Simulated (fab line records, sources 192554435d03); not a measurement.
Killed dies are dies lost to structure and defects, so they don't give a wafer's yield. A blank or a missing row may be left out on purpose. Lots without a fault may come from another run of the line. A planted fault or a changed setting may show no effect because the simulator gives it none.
Chamber matching | flow n5_finfet | N5_SPACER0_ALD_07 on ald_sin-04: 4 sister chambers
The step deposits SiNx, target thk 2 nm. 8 wafers are shown with their chamber, then 9 later ones without.

WAFERS WITH THEIR CHAMBER
wafer  | chamber | heater_power_w (W) | susceptor_temp_C (C)
L079.4 | 0       | 725                | 399.98
L081.6 | 1       | 817                | 399.83
L086.1 | 0       | 710                | 400.26
L086.2 | 1       | 826                | 399.61
L086.4 | 3       | 833                | 400.37
L089.2 | 2       | 652                | 400.20
L089.5 | 2       | 660                | 400.04
L089.6 | 3       | 821                | 399.51

WAFERS WITHOUT THEIR CHAMBER
wafer  | heater_power_w (W) | susceptor_temp_C (C)
L090.1 | 821                | 400.10
L090.3 | 650                | 399.99
L090.4 | 848                | 399.81
L092.1 | 827                | 399.75
L092.2 | 652                | 400.00
L092.4 | 851                | 399.89
L097.1 | 661                | 399.95
L097.2 | 840                | 399.50
L097.5 | 824                | 400.20

WHICH CHAMBER EACH WENT THROUGH
wafer  | from the rows above     | in truth
L090.1 | can't be placed: 3 or 1 | 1
L090.3 | 2                       | 2
L090.4 | can't be placed: 3 or 1 | 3
L092.1 | can't be placed: 3 or 1 | 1
L092.2 | 2                       | 2
L092.4 | can't be placed: 3 or 1 | 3
L097.1 | 2                       | 2
L097.2 | can't be placed: 3 or 1 | 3
L097.5 | can't be placed: 3 or 1 | 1
Placed correctly: 3 of 9. Can't be placed from these rows: 6 (the true chamber is among the candidates in 6). Placed wrongly: 0.
How it was worked out, from the rows above alone: a wafer's distance from a chamber is the root of the sum, over the readings, of the square of ((its reading less the chamber's mean) divided by the reading's scatter). The wafer belongs to the nearest chamber; if the next one is less than 2 further off, it can't be placed. A chamber's mean is the mean of its shown wafers. The scatter: the root of (the sum of the squares of (reading less its chamber's mean) over the shown wafers, divided by (wafers less chambers)).
